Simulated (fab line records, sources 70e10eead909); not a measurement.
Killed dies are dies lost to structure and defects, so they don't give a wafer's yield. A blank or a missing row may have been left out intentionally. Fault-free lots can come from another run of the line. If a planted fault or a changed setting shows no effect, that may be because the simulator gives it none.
fab line records	flow nand-harc	part 1 of 2: steps 1 to 28 of 37
record: lots: 5	wafers: 15	last-day: 23
route steps=1159 shown P_M0@271 P_M1@285
lots with no fault: from the same line, run without faults
start-h: hours from the record's first day to the start of the lot's first wafer shown	wait-h: hours since the lot's step before	" same as the row above	L1.1+2: one row covering several wafers at once	- no value present, or no start provided	* or withheld: withheld	< > ~ a bound
route shown NAME@n: NAME is a module with steps in the file, n the number in the route of the first one	usual: mean and standard deviation over wafers with no fault	same: alike in all rows	chamber/n: place in a boat	sites: readings site by site	_std_site: standard deviation across them	_edge_site: inner sites' mean taken away from outer sites' mean	radius-mm: for every site, how far away it sits from the centre of the wafer	mask NAME#n: copy n	behind: the most recent tool/chamber to have shaped the wafer	hold: cause of the lot's hold/its duration in hours/its outcome	device: transistor that didn't switch, given as n, p or np	end of line: tests of these same wafers at the route's end	a step given without rows: its recipe and nothing more	killed: dies that structure and defects cost at the first sort, which is not the same as the wafer's yield	map: dies across one wafer; x = killed, . = not, _ = none there
set.NAME: the setting as run; set.NAME@STEP: as run at that earlier step	model.NAME: the simulator's own value behind a step, which no gauge read
a table for each step, a row for each wafer; lots at some steps of the route
services: when a tool's chamber went out of use (start-h, in hours from the record's first day, below 0 if earlier), for how many hours, and the reason
== steps ==
step: NHARC_P_M0_STRIP_19
recipe: time-s: 600	temp-c: 30	chemistry: post-etch-residue-remover
lot.wafer	tool	chamber	start-h	wait-h
L074.5+6+1	wet-bench-05	5,7,1	132.43	-
L079.4+2+6	wet-bench-01	2,4,7	139.11	-
L082.3+6+2	wet-bench-03	5,7,0	161.41	-
L085.4+5+2	wet-bench-01	7,1,2	196.76	-
L090.5+1+2	wet-bench-03	6,7,0	223.28	-
step: NHARC_P_M0_DEGAS_28
recipe: temp-c: 250	time-s: 60
usual: heater-power-w: 321/39
lot.wafer	tool	chamber	start-h	wait-h	heater-power-w
L074.1	pvd-sputter-02	-	132.73	-	363
L074.6	"	-	"	"	274
L074.5	"	-	"	"	367
L079.4	pvd-sputter-01	-	139.39	-	348
L079.2	"	-	"	"	326
L079.6	"	-	"	"	327
L082.2	pvd-sputter-02	-	161.69	-	362
L082.3	"	-	"	"	349
L082.6	"	-	"	"	276
L085.4	pvd-sputter-03	-	197.03	-	291
L085.2	"	-	"	"	354
L085.5	"	-	"	"	362
L090.2	pvd-sputter-03	-	223.55	-	291
L090.1	"	-	"	"	324
L090.5	"	-	"	"	279
step: NHARC_P_M0_PRE_CLEAN_29
recipe: time-s: 30	temp-c: 280	gas: H2/He
usual: heater-power-w: 395/48
lot.wafer	tool	chamber	start-h	wait-h	heater-power-w
L074.1	pvd-sputter-02	-	-	-	334
L074.5	"	-	"	"	437
L074.6	"	-	"	"	427
L079.2	pvd-sputter-01	-	-	-	400
L079.4	"	-	"	"	370
L079.6	"	-	"	"	401
L082.3	pvd-sputter-02	-	-	-	448
L082.2	"	-	"	"	340
L082.6	"	-	"	"	341
L085.4	pvd-sputter-03	-	-	-	341
L085.2	"	-	"	"	354
L085.5	"	-	"	"	349
L090.1	pvd-sputter-03	-	-	-	361
L090.2	"	-	"	"	402
L090.5	"	-	"	"	352
step: NHARC_P_M0_PVD_20
recipe: target-thk-a: 50	bias-v: 168.6	power-w: 15000	chamber-pressure-pa: 0.12	time-s: 8.06	substrate-temp-c: 50	material: TaN
usual: throttle-valve-pct: 30.0/1.2
lot.wafer	tool	chamber	start-h	wait-h	throttle-valve-pct
L074.1	pvd-sputter-02	-	-	-	29.2
L074.5	"	-	"	"	29.5
L074.6	"	-	"	"	29.2
L079.2	pvd-sputter-01	-	-	-	29.7
L079.4	"	-	"	"	31.2
L079.6	"	-	"	"	30.4
L082.2	pvd-sputter-02	-	-	-	30.1
L082.3	"	-	"	"	29.1
L082.6	"	-	"	"	29.3
L085.2	pvd-sputter-03	-	-	-	29.9
L085.4	"	-	"	"	28.2
L085.5	"	-	"	"	28.5
L090.2	pvd-sputter-03	-	-	-	30.0
L090.1	"	-	"	"	28.5
L090.5	"	-	"	"	28.1
step: NHARC_P_M0_PVD_21
recipe: target-thk-a: 300	chamber-pressure-pa: 5	power-w: 5000	substrate-temp-c: 30	time-s: 20.49	material: Cu
usual: throttle-valve-pct: 29.9/1.1
lot.wafer	tool	chamber	start-h	wait-h	throttle-valve-pct
L074.1	pvd-sputter-02	-	-	-	29.5
L074.5	"	-	"	"	29.6
L074.6	"	-	"	"	29.0
L079.4	pvd-sputter-01	-	-	-	29.7
L079.2	"	-	"	"	31.3
L079.6	"	-	"	"	30.8
L082.2	pvd-sputter-02	-	-	-	29.2
L082.3	"	-	"	"	29.6
L082.6	"	-	"	"	29.1
L085.2	pvd-sputter-03	-	-	-	28.6
L085.4	"	-	"	"	28.0
L085.5	"	-	"	"	31.1
L090.2	pvd-sputter-03	-	-	-	28.2
L090.1	"	-	"	"	30.0
L090.5	"	-	"	"	28.1
step: NHARC_P_M0_ECD_22
recipe: target-thk-a: 4000	bath-temp-c: 25	material: Cu
lot.wafer	tool	chamber	start-h	wait-h
L074.1+6+5	ecd-cu-01	0,1,0	133.15	-
L079.2+4+6	ecd-cu-01	1,1,0	139.81	-
L082.2+3+6	ecd-cu-01	0,1,1	162.04	-
L085.2+4+5	ecd-cu-01	0,1,1	197.56	-
L090.1+2+5	ecd-cu-01	1,0,0	223.91	-
step: NHARC_P_M0_ANNEAL_30
recipe: temp-c: 225	time-s: 90
usual: anneal-temp-c-max: 226.1/0.62	wafer_temp_C_max: 225.99/0.26
lot.wafer	tool	chamber	start-h	wait-h	anneal-temp-c-max	wafer_temp_C_max
L074.1	rtp-anneal-01	0	133.52	0.3	227.1	226.43
L074.5	"	0	"	"	226.5	226.05
L074.6	"	0	"	"	226.9	225.75
L079.2	rtp-anneal-02	0	140.54	-	225.7	225.33
L079.4	"	0	"	"	226.0	225.50
L079.6	"	0	"	"	225.8	225.63
L082.2	rtp-anneal-02	0	162.46	-	225.8	225.79
L082.3	"	0	"	"	225.7	225.86
L082.6	"	0	"	"	226.0	226.17
L085.2	rtp-anneal-01	0	197.94	-	227.8	226.01
L085.4	"	0	"	"	227.2	226.01
L085.5	"	0	"	"	227.3	225.99
L090.1	rtp-anneal-01	0	224.28	-	227.2	226.26
L090.2	"	0	"	"	226.5	226.23
L090.5	"	0	"	"	226.6	226.87
step: NHARC_P_M0_CMP_23
recipe: t-overpolish-s: 20	target-thk-nm: 117.53
usual: motor-current-A: 12.3/1.3	time-to-endpoint-s: 29.1/2.1
lot.wafer	tool	chamber	start-h	wait-h	motor-current-A	time-to-endpoint-s
L074.1	cmp-03	2	133.95	-	10.7	28.7
L074.5	"	0	"	"	12.4	26.0
L074.6	"	1	"	"	11.6	31.5
L079.2	cmp-02	1	140.83	-	12.3	31.8
L079.4	"	0	"	"	12.7	32.6
L079.6	"	1	"	"	12.4	30.8
L082.2	cmp-03	0	162.81	-	12.6	29.5
L082.3	"	2	"	"	10.4	30.7
L082.6	"	0	"	"	12.7	27.3
L085.2	cmp-03	1	198.23	-	12.7	28.9
L085.4	"	3	"	"	14.4	33.2
L085.5	"	2	"	"	10.0	32.6
L090.2	cmp-03	3	224.66	-	14.7	29.2
L090.1	"	0	"	"	12.8	27.7
L090.5	"	2	"	"	10.2	30.6
step: NHARC_P_M0_THK_MEAS_24
recipe: thk-meas-gauge: xrf
usual: thk-nm: 117.6/1.4
lot.wafer	tool	chamber	start-h	wait-h	thk-nm
L074.1	film-metro-01	-	134.21	-	116.1
L074.5	"	-	"	"	116.2
L074.6	"	-	"	"	116.1
L079.2	film-metro-01	-	141.14	-	115.4
L079.4	"	-	"	"	117.7
L079.6	"	-	"	"	119.0
L082.2	film-metro-02	-	163.10	-	116.7
L082.3	"	-	"	"	116.3
L082.6	"	-	"	"	116.6
L085.2	film-metro-01	-	198.55	-	118.8
L085.4	"	-	"	"	119.4
L085.5	"	-	"	"	117.6
L090.1	film-metro-01	-	224.95	-	117.8
L090.2	"	-	"	"	117.0
L090.5	"	-	"	"	120.9
step: NHARC_P_M0_SRD_25
lot.wafer	tool	chamber	start-h	wait-h
L074.6+5+1	wet-bench-08	3,5,6	134.25	0.0
L079.6+2+4	wet-bench-08	7,0,1	141.18	0.0
L082.3+2+6	wet-bench-08	0,3,4	163.14	0.0
L085.2+5+4	wet-bench-08	1,2,6	198.59	0.0
L090.5+2+1	wet-bench-08	7,1,2	225.00	0.0
step: NHARC_P_M0_INSPECT_27
usual: raw-defect-count: 304/120
lot.wafer	tool	chamber	start-h	wait-h	raw-defect-count
L074.1	defect-inspect-02	-	134.37	0.0	209
L074.5	"	-	"	"	198
L074.6	"	-	"	"	228
L079.2	defect-inspect-01	-	141.30	0.0	364
L079.4	"	-	"	"	332
L079.6	"	-	"	"	187
L082.2	defect-inspect-02	-	163.26	0.0	252
L082.3	"	-	"	"	330
L082.6	"	-	"	"	193
L085.2	defect-inspect-02	-	198.71	0.0	163
L085.4	"	-	"	"	192
L085.5	"	-	"	"	207
L090.1	defect-inspect-02	-	225.10	0.0	339
L090.2	"	-	"	"	330
L090.5	"	-	"	"	315
step: NHARC_P_M0_PRE_CLEAN_31
recipe: time-s: 12	temp-c: 370	rf-power-w: 300	gas: NH3
usual: heater-power-w: 627/89
lot.wafer	tool	chamber	start-h	wait-h	heater-power-w
L074.1	pecvd-02	1	134.72	0.4	641
L074.6	"	1	"	"	621
L074.5	"	2	"	"	608
L079.2	pecvd-04	0	141.40	0.1	537
L079.6	"	1	"	"	701
L079.4	"	2	"	"	763
L082.2	pecvd-04	2	163.44	0.2	787
L082.3	"	0	"	"	532
L082.6	"	0	"	"	536
L085.2	pecvd-02	2	199.55	0.8	604
L085.4	"	2	"	"	621
L085.5	"	0	"	"	529
L090.2	pecvd-02	2	225.17	0.1	689
L090.1	"	1	"	"	637
L090.5	"	1	"	"	636
step: NHARC_P_M0_DEP_32
recipe: target-thk-a: 300	temp-c: 370	target-thk-nm: 30	pressure-torr: 3	flow-sccm: 200	rf-w: 450	material: SiCN
usual: heater-power-w: 568/91
lot.wafer	tool	chamber	start-h	wait-h	heater-power-w
L074.1	pecvd-02	1	134.83	0.1	500
L074.6	"	1	"	"	515
L074.5	"	2	"	"	601
L079.2	pecvd-04	0	141.54	0.1	475
L079.6	"	1	"	"	627
L079.4	"	2	"	"	711
L082.2	pecvd-04	2	163.55	0.1	672
L082.3	"	0	"	"	530
L082.6	"	0	"	"	530
L085.2	pecvd-02	2	199.63	0.1	620
L085.4	"	2	"	"	635
L085.5	"	0	"	"	429
L090.2	pecvd-02	2	225.25	0.1	569
L090.1	"	1	"	"	593
L090.5	"	1	"	"	600
step: NHARC_P_M1_DEP_00
recipe: target-thk-a: 1825	target-thk-nm: 182.5	temp-c: withheld	pressure-torr: 5	flow-sccm: 200	rf-w: 600	material: SiOC
lot.wafer	tool	chamber	start-h	wait-h
L074.1+6+5	pecvd-02	2,1,0	-	-
L079.2+4+6	pecvd-03	1,0,1	141.91	-
L082.3+2+6	pecvd-04	2,1,1	-	-
L085.2+5+4	pecvd-02	0,1,2	-	-
L090.1+2+5	pecvd-04	1,0,2	225.67	-
step: NHARC_P_M1_DEHYDRATE_01
recipe: temp-c: 150	time-s: 120
usual: plate-temp-C: 150.00/0.15
lot.wafer	tool	chamber	start-h	wait-h	plate-temp-C
L074.1	litho-track-01	0	135.59	-	149.88
L074.5	"	0	"	"	149.77
L074.6	"	0	"	"	149.93
L079.2	litho-track-01	0	142.27	-	149.98
L079.4	"	0	"	"	149.89
L079.6	"	0	"	"	149.90
L082.2	litho-track-06	0	164.31	-	150.10
L082.3	"	0	"	"	150.16
L082.6	"	0	"	"	150.06
L085.2	litho-track-04	0	200.47	-	149.84
L085.4	"	0	"	"	149.78
L085.5	"	0	"	"	149.94
L090.1	litho-track-06	0	226.07	-	150.00
L090.2	"	0	"	"	149.78
L090.5	"	0	"	"	149.73
step: NHARC_P_M1_HMDS_02
recipe: time-s: 30
lot.wafer	tool	chamber	start-h	wait-h
L074.1+5+6	litho-track-01	0	-	-
L079.2+4+6	litho-track-01	0	-	-
L082.2+3+6	litho-track-06	0	-	-
L085.2+4+5	litho-track-04	0	-	-
L090.1+2+5	litho-track-06	0	-	-
step: NHARC_P_M1_COAT_34
recipe: temp-c: 200	time-s: 65
usual: plate-temp-C: 200.03/0.15
lot.wafer	tool	chamber	start-h	wait-h	plate-temp-C
L074.1	litho-track-01	0	-	-	199.78
L074.5	"	0	"	"	199.79
L074.6	"	0	"	"	200.16
L079.2	litho-track-01	0	-	-	199.97
L079.4	"	0	"	"	199.94
L079.6	"	0	"	"	200.05
L082.2	litho-track-06	0	-	-	200.05
L082.3	"	0	"	"	200.12
L082.6	"	0	"	"	200.16
L085.2	litho-track-04	0	-	-	200.01
L085.4	"	0	"	"	200.05
L085.5	"	0	"	"	200.16
L090.1	litho-track-06	0	-	-	199.93
L090.2	"	0	"	"	200.12
L090.5	"	0	"	"	199.93
step: NHARC_P_M1_COAT_03
recipe: spin-rpm: 1500	resist-thk-nm: 90
usual: spin-speed-rpm: 1500.1/0.93
lot.wafer	tool	chamber	start-h	wait-h	spin-speed-rpm
L074.1	litho-track-01	0	-	-	1501.2
L074.5	"	0	"	"	1500.7
L074.6	"	0	"	"	1501.6
L079.2	litho-track-01	0	-	-	1498.9
L079.4	"	0	"	"	1499.5
L079.6	"	0	"	"	1500.1
L082.2	litho-track-06	0	-	-	1501.4
L082.3	"	0	"	"	1499.7
L082.6	"	0	"	"	1499.7
L085.2	litho-track-04	0	-	-	1499.6
L085.4	"	0	"	"	1499.2
L085.5	"	0	"	"	1500.5
L090.1	litho-track-06	0	-	-	1500.9
L090.2	"	0	"	"	1502.3
L090.5	"	0	"	"	1501.1
step: NHARC_P_M1_SOFTBAKE_04
recipe: temp-c: 105	time-s: 55
usual: plate-temp-C: 105.00/0.15
lot.wafer	tool	chamber	start-h	wait-h	plate-temp-C
L074.1	litho-track-01	0	-	-	105.08
L074.5	"	0	"	"	104.86
L074.6	"	0	"	"	104.78
L079.2	litho-track-01	0	-	-	105.01
L079.4	"	0	"	"	104.88
L079.6	"	0	"	"	105.02
L082.2	litho-track-06	0	-	-	105.01
L082.3	"	0	"	"	104.91
L082.6	"	0	"	"	105.07
L085.2	litho-track-04	0	-	-	104.91
L085.4	"	0	"	"	104.86
L085.5	"	0	"	"	104.98
L090.1	litho-track-06	0	-	-	105.11
L090.2	"	0	"	"	105.22
L090.5	"	0	"	"	105.19
step: NHARC_P_M1_EBR_05
lot.wafer	tool	chamber	start-h	wait-h
L074.1+5+6	litho-track-01	0	-	-
L079.2+4+6	litho-track-01	0	-	-
L082.2+3+6	litho-track-06	0	-	-
L085.2+4+5	litho-track-04	0	-	-
L090.1+2+5	litho-track-06	0	-	-
step: NHARC_P_M1_EXPOSE_06
recipe: na: 1.35	target-cd-nm: 130	dose-mj: 81.88	mask-id: P_M1
lot.wafer	tool	chamber	start-h	wait-h	mask
L074.1+5+6	arfi-scanner-03	0	135.87	-	P_M1#0
L079.2+4+6	arfi-scanner-01	0	142.44	-	P_M1#0
L082.2+3+6	arfi-scanner-02	0	164.48	-	P_M1#0
L085.2+4+5	arfi-scanner-03	0	200.64	-	P_M1#0
L090.1+2+5	arfi-scanner-03	0	226.36	-	P_M1#0
step: NHARC_P_M1_PEB_07
recipe: peb-temp-c: 100	peb-time-s: 65
usual: plate-temp-C: 100.00/0.12
lot.wafer	tool	chamber	start-h	wait-h	plate-temp-C
L074.1	litho-track-01	0	135.94	0.1	99.86
L074.5	"	0	"	"	99.82
L074.6	"	0	"	"	99.95
L079.2	litho-track-01	0	142.49	0.1	100.10
L079.4	"	0	"	"	100.17
L079.6	"	0	"	"	100.05
L082.2	litho-track-04	0	164.54	0.1	99.99
L082.3	"	0	"	"	99.84
L082.6	"	0	"	"	100.04
L085.2	litho-track-01	0	200.69	0.1	100.20
L085.4	"	0	"	"	100.11
L085.5	"	0	"	"	100.04
L090.1	litho-track-04	0	226.42	0.1	100.01
L090.2	"	0	"	"	100.06
L090.5	"	0	"	"	99.99
step: NHARC_P_M1_DEVELOP_08
recipe: develop-time-s: 35	dev-temp-c: 23
lot.wafer	tool	chamber	start-h	wait-h
L074.1+5+6	litho-track-01	0	-	-
L079.2+4+6	litho-track-01	0	-	-
L082.2+3+6	litho-track-04	0	-	-
L085.2+4+5	litho-track-01	0	-	-
L090.1+2+5	litho-track-04	0	-	-
step: NHARC_P_M1_CD_MEAS_09
recipe: target-cd-nm: 130	landing-energy-ev: 500
usual: cd-nm: 130.1/0.54
same: landing-energy-ev: 500
lot.wafer	tool	chamber	start-h	wait-h	cd-nm
L074.1	cd-sem-01	0	136.02	-	129.8
L074.5	"	0	"	"	129.9
L074.6	"	0	"	"	130.2
L079.2	cd-sem-01	0	142.57	-	130.6
L079.4	"	0	"	"	130.4
L079.6	"	0	"	"	130.1
L082.2	cd-sem-02	0	164.62	-	130.6
L082.3	"	0	"	"	130.6
L082.6	"	0	"	"	129.7
L085.2	cd-sem-03	0	200.77	-	129.9
L085.4	"	0	"	"	130.4
L085.5	"	0	"	"	129.5
L090.1	cd-sem-02	0	226.50	-	130.9
L090.2	"	0	"	"	131.0
L090.5	"	0	"	"	130.6
step: NHARC_P_M1_OVL_MEAS_10
recipe: pitch-nm: 260
usual: overlay-x-nm: -0.1/0.65	overlay-y-nm: 0.1/1
lot.wafer	tool	chamber	start-h	wait-h	overlay-x-nm	overlay-y-nm
L074.1	overlay-01	-	136.10	-	0.2	0.9
L074.5	"	-	"	"	0.9	1.3
L074.6	"	-	"	"	1.2	1.2
L079.2	overlay-01	-	142.66	-	0.6	-0.6
L079.4	"	-	"	"	1.1	0.1
L079.6	"	-	"	"	1.3	-0.5
L082.2	overlay-01	-	164.71	-	-0.2	0.0
L082.3	"	-	"	"	-0.2	-0.4
L082.6	"	-	"	"	-0.1	-0.8
L085.2	overlay-02	-	200.86	-	-0.5	-0.2
L085.4	"	-	"	"	0.4	0.4
L085.5	"	-	"	"	-0.2	0.1
L090.1	overlay-01	-	226.59	-	0.1	-0.7
L090.2	"	-	"	"	-0.7	-1.3
L090.5	"	-	"	"	-0.4	-0.9
step: NHARC_P_M1_INSPECT_11
usual: raw-defect-count: 4.0/2.5
lot.wafer	tool	chamber	start-h	wait-h	raw-defect-count
L074.1	defect-inspect-02	-	136.14	0.0	3
L074.5	"	-	"	"	4
L074.6	"	-	"	"	9
L079.2	defect-inspect-02	-	142.70	0.0	3
L079.4	"	-	"	"	3
L079.6	"	-	"	"	3
L082.2	defect-inspect-02	-	164.74	0.0	5
L082.3	"	-	"	"	3
L082.6	"	-	"	"	5
L085.2	defect-inspect-01	-	200.90	0.0	5
L085.4	"	-	"	"	4
L085.5	"	-	"	"	3
L090.1	defect-inspect-02	-	226.62	0.0	5
L090.2	"	-	"	"	3
L090.5	"	-	"	"	4
step: NHARC_P_M1_DESCUM_14
recipe: time-s: 3	o2-flow-sccm: 200	ar-flow-sccm: 0	bias-power-w: 0	chemistry: O2
usual: drypump-motor-current-A: 5.7/0.35	oes-product-au: 1.000/0.0081	rf-vpp-V: 57.9/1	showerhead-plenum-p-Torr: 1.93/0.09	throttle-valve-pct: 11.312/0.0095
lot.wafer	tool	chamber	start-h	wait-h	drypump-motor-current-A	oes-product-au	rf-hours-counter-h	rf-vpp-V	showerhead-plenum-p-Torr	throttle-valve-pct
L074.1	rie-diel-03	1	136.21	0.1	6.2	0.997	1.6	56.0	1.79	11.305
L074.6	"	0	"	"	5.3	1.001	-	58.0	1.96	11.313
L074.5	"	1	"	"	6.3	1.001	-	56.2	1.79	11.300
L079.4	rie-diel-03	2	142.77	0.1	5.8	0.999	2.0	58.9	2.00	11.309
L079.2	"	0	"	"	5.3	0.996	2.0	58.1	1.96	11.298
L079.6	"	1	"	"	6.2	0.982	-	56.4	1.79	11.301
L082.3	rie-diel-03	0	164.82	0.1	5.3	0.994	2.4	56.5	1.96	11.316
L082.2	"	1	"	"	6.3	0.988	2.5	57.4	1.79	11.317
L082.6	"	2	"	"	5.9	1.002	-	58.2	2.00	11.308
L085.2	rie-diel-05	3	200.98	0.1	6.1	1.004	2.7	58.4	2.04	11.322
L085.4	"	0	"	"	5.6	1.015	2.6	58.3	1.88	11.309
L085.5	"	2	"	"	5.2	0.997	-	58.3	2.04	11.309
L090.1	rie-diel-11	0	226.69	0.1	5.8	0.992	0.6	57.5	1.78	11.322
L090.2	"	2	"	"	5.6	1.004	0.8	57.7	1.93	11.308
L090.5	"	2	"	"	5.7	0.990	-	58.0	1.93	11.301
step: NHARC_P_M1_ETCH_35
recipe: target-depth-a: 400	overetch-a: 120	time-s: 43.94	ion-energy-ev: 200	n2-flow-sccm: 150	h2-flow-sccm: 150	ar-flow-sccm: 0	rf-w: 400	bias-w: 150	chemistry: N2/H2
usual: drypump-motor-current-A: 5.8/0.36	oes-product-au: 1.001/0.009	rf-vpp-V: 430.8/2.8	showerhead-plenum-p-Torr: 2.05/0.099	throttle-valve-pct: 14.170/0.0093
lot.wafer	tool	chamber	start-h	wait-h	drypump-motor-current-A	oes-product-au	rf-hours-counter-h	rf-vpp-V	showerhead-plenum-p-Torr	throttle-valve-pct
L074.1	rie-diel-03	2	136.30	0.1	5.8	0.999	1.7	434.4	2.14	14.171
L074.5	"	0	"	"	5.3	1.002	-	431.8	2.09	14.158
L074.6	"	1	"	"	6.2	0.986	-	426.8	1.90	14.169
L079.4	rie-diel-03	1	142.84	0.1	6.3	0.993	2.0	427.1	1.90	14.180
L079.2	"	2	"	"	5.8	1.014	2.0	432.7	2.14	14.175
L079.6	"	1	"	"	6.3	1.004	-	426.2	1.90	14.176
L082.3	rie-diel-03	3	164.90	0.1	5.4	0.988	2.6	427.4	1.92	14.174
L082.2	"	0	"	"	5.3	1.001	2.4	430.5	2.09	14.184
L082.6	"	2	"	"	5.9	1.007	-	430.9	2.14	14.148
L085.2	rie-diel-05	3	201.05	0.1	6.2	1.004	2.7	433.7	2.18	14.175
L085.4	"	1	"	"	6.2	1.003	2.5	431.2	2.04	14.166
L085.5	"	2	"	"	5.2	0.993	-	435.4	2.18	14.164
L090.1	rie-diel-11	1	226.80	0.1	5.4	1.000	0.5	431.9	2.07	14.174
L090.2	"	2	"	"	5.6	0.996	0.8	430.6	2.05	14.176
L090.5	"	0	"	"	5.8	1.002	-	426.0	1.90	14.180
